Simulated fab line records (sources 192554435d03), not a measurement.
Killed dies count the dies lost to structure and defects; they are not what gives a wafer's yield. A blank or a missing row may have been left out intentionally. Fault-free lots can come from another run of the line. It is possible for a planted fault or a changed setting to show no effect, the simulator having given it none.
Comparing a struck lot with a sound one | flow n5_finfet | 14 out of 1938 route steps
Sound: these wafers, L583.1, L583.4, L583.6. Struck: wafer L590.1 (left out: L590.4, L590.6 of the same lot, which were not struck); the cause appears at the end.
At each step with rows: each side's tool, then ch and its chambers, then its first start. Under that, the readings that differ: sound wafers | struck wafers | difference of the means | sigmas: that difference in standard deviations of wafers without a fault.
alike: readings with means less than 2 such deviations apart, plus words and numbers identical on both sides. not compared: withheld readings, readings lacking a value on some wafer, bounds such as >300 that could conceal the same value, and numbers that have no deviation in the record and whose values overlap.
Wherever a step has rows on one side only, a row that says differs or no value, or a row with sigmas, the two part there. Non-overlapping numbers with no deviation appear without sigmas and do not part them. A reading that every wafer of one side lacks parts them only if that side has two wafers or more.

N5_BEOL_M6_CD_MEAS_28 targets a cd of 40 nm.
  sound on cd_sem-02 ch 0, day 9 05:37; struck on cd_sem-02 ch 0, day 11 17:23
  alike: cd_nm
N5_BEOL_M6_OVL_MEAS_29:
  sound on overlay-01 ch 0, day 9 05:39; struck on overlay-02 ch 0, day 11 17:25
  alike: V5_OVL
N5_BEOL_M6_INSPECT_30: inspects for defects (brightfield).
  sound on defect_inspect-01, day 9 05:43; struck on defect_inspect-02, day 11 17:29
  alike: raw_defect_count
then, 1 step without rows for these wafers: N5_BEOL_M6_DESCUM_33 (chemistry O2, time 7 s).
N5_BEOL_M6_ETCH_72: etches underlayer in N2/H2, target depth 6.5 nm, time 5.2 s.
  sound on rie_diel-01 ch 1,2, day 9 05:51; struck on rie_diel-01 ch 1, day 11 17:33
  alike: bias_w, drypump_motor_current_A, etch_rf_on_time_s, oes_product_au, rf_vpp_V, showerhead_plenum_p_Torr, throttle_valve_pct
  not compared: rf_hours_counter_h
then, 1 step without rows for these wafers: N5_BEOL_M6_ETCH_65 (etches SiARC in CF4, target depth 15.6 nm, time 26 s).
N5_BEOL_M6_ETCH_66: etches SOC in N2/H2, target depth 80 nm, overetch 16 nm, time 120 s.
  sound on rie_diel-01 ch 1,2, day 9 05:53; struck on rie_diel-01 ch 1, day 11 17:35
  alike: bias_w, drypump_motor_current_A, oes_product_au, rf_vpp_V, showerhead_plenum_p_Torr, throttle_valve_pct
  not compared: rf_hours_counter_h
then, 2 steps without rows for these wafers: N5_BEOL_M6_STRIP_69 (strips in N2/H2); N5_BEOL_M6_STRIP_73 (strips in N2/H2).
N5_BEOL_M6_VIA_ETCH_34: etches SiCOH lowk in C4F6/O2, target depth 126.3 nm, time 50.9 s.
  sound on rie_diel-01 ch 1,2, day 9 05:59; struck on rie_diel-01 ch 1, day 11 17:41
  alike: bias_w, drypump_motor_current_A, oes_f_703_au, oes_product_au, rf_vpp_V, showerhead_plenum_p_Torr, throttle_valve_pct
  not compared: rf_hours_counter_h
then, 1 step without rows for these wafers: N5_BEOL_M6_STRIP_76 (strips in C4F6/O2).
N5_BEOL_M6_STRIP_36: strips in N2/H2.
  sound on rie_diel-01 ch 1,2, day 9 06:02; struck on rie_diel-01 ch 1, day 11 17:45
  reading      | sound          | struck | difference | sigmas
  rf_vpp_V (V) | 60.9 61.5 59.6 | 56.9   | -3.8       | -3
  alike: drypump_motor_current_A, oes_product_au, showerhead_plenum_p_Torr, throttle_valve_pct
  not compared: rf_hours_counter_h
N5_BEOL_M6_TRENCH_ETCH_37: etches SiCOH lowk in C4F6/O2, target depth 94.435 nm, time 31.5 s.
  sound on rie_diel-01 ch 1,2, day 9 06:05; struck on rie_diel-01 ch 1, day 11 17:47
  reading      | sound             | struck | difference | sigmas
  bias_w (W)   | 184.4 185.0 186.4 | 176.6  | -8.7       | -14
  rf_vpp_V (V) | 651 663 662       | 637    | -22        | -3
  alike: drypump_motor_current_A, oes_f_703_au, oes_product_au, showerhead_plenum_p_Torr, throttle_valve_pct
  not compared: rf_hours_counter_h
N5_BEOL_M6_ETCH_41: etches SiCN in CH3F/O2, target depth 29.7 nm, time 52 s.
  sound: rie_diel-01 ch 1,2; struck: rie_diel-01 ch 1
  alike: bias_w, drypump_motor_current_A, oes_product_au, rf_vpp_V, showerhead_plenum_p_Torr, throttle_valve_pct
  not compared: rf_hours_counter_h

## WHERE THEY PART
Last at N5_BEOL_M6_TRENCH_ETCH_37 as far as this record goes, first at N5_BEOL_M6_STRIP_36. Later steps at which nothing parts them and some readings are alike: N5_BEOL_M6_ETCH_41.

WHY: what had been put in by the simulator
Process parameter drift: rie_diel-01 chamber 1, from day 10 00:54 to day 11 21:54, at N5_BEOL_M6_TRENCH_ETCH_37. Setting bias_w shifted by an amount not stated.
